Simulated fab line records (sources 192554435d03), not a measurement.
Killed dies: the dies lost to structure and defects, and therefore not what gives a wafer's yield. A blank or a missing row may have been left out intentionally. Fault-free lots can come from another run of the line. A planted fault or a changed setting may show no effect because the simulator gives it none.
Chamber matching ; flow n5Finfet ; N5_BEOL_M10_DESCUM_33 on rieDiel-01 has 4 sister chambers
The step chemistry O2, time 7.9 s. 18 wafers are shown with their chamber, then 9 later ones without.

== EACH WAFER AND ITS CHAMBER ==
wafer;chamber;drypumpMotorCurrentA (A);throttleValvePct (%);oesProductAu (a.u.)
L075.2;3;5.6;20.86;0.79
L075.3;1;5.8;20.40;0.93
L075.6;0;5.9;20.93;0.71
L077.1;3;5.6;20.87;0.79
L077.2;1;5.8;20.40;0.92
L077.5;2;6.5;20.06;0.91
L084.1;2;6.5;20.09;0.88
L084.2;0;5.9;20.97;0.70
L084.4;3;5.6;20.90;0.77
L086.2;2;6.5;20.11;0.89
L086.3;0;5.9;20.97;0.69
L086.4;1;5.8;20.41;0.89
L085.1;1;5.8;20.43;0.89
L085.4;2;6.5;20.10;0.86
L085.5;3;5.6;20.92;0.77
L091.1;2;6.4;20.12;0.85
L091.4;0;5.9;20.62;0.98
L091.5;2;6.5;20.12;0.85

SIGNATURES (means of the wafers above)
reading;chamber 0;chamber 1;chamber 2;chamber 3;scatter within a chamber
drypumpMotorCurrentA;5.900;5.800;6.483;5.600;0.0244
throttleValvePct;20.8725;20.4100;20.1000;20.8875;0.0809
oesProductAu;0.7700;0.9075;0.8733;0.7800;0.0674
Rule: a wafer lies at a distance from a chamber equal to the root of the sum of squares, over the readings, of (its reading less the chamber's mean, divided by the reading's scatter). The wafer belongs to the nearest chamber; if the next one is less than 2 further off, it can't be placed. How the scatter is found: for the shown wafers, subtract from each reading the mean of its chamber, square and add these, divide the total by (wafers less chambers), then take the root.

== WAFERS WITH NO CHAMBER GIVEN ==
wafer;drypumpMotorCurrentA (A);throttleValvePct (%);oesProductAu (a.u.)
L092.1;6.5;20.13;0.85
L092.2;5.8;20.46;0.86
L092.4;5.6;20.93;0.75
L094.4;5.9;20.63;0.96
L094.5;5.6;20.95;0.75
L094.6;5.9;20.64;0.96
L097.3;5.6;20.95;0.75
L097.4;6.4;20.15;0.84
L097.6;5.8;20.46;0.85

== THE CHAMBER EACH PASSED THROUGH ==
wafer;from the rows above;in truth
L092.1;2;2
L092.2;1;1
L092.4;3;3
L094.4;can't be placed: 0 or 1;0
L094.5;3;3
L094.6;can't be placed: 0 or 1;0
L097.3;3;3
L097.4;2;2
L097.6;1;1
Placed correctly: 7 of 9. Unplaceable from these rows: 2, with the true chamber sitting among the candidates in 2. Placed wrongly: 0.
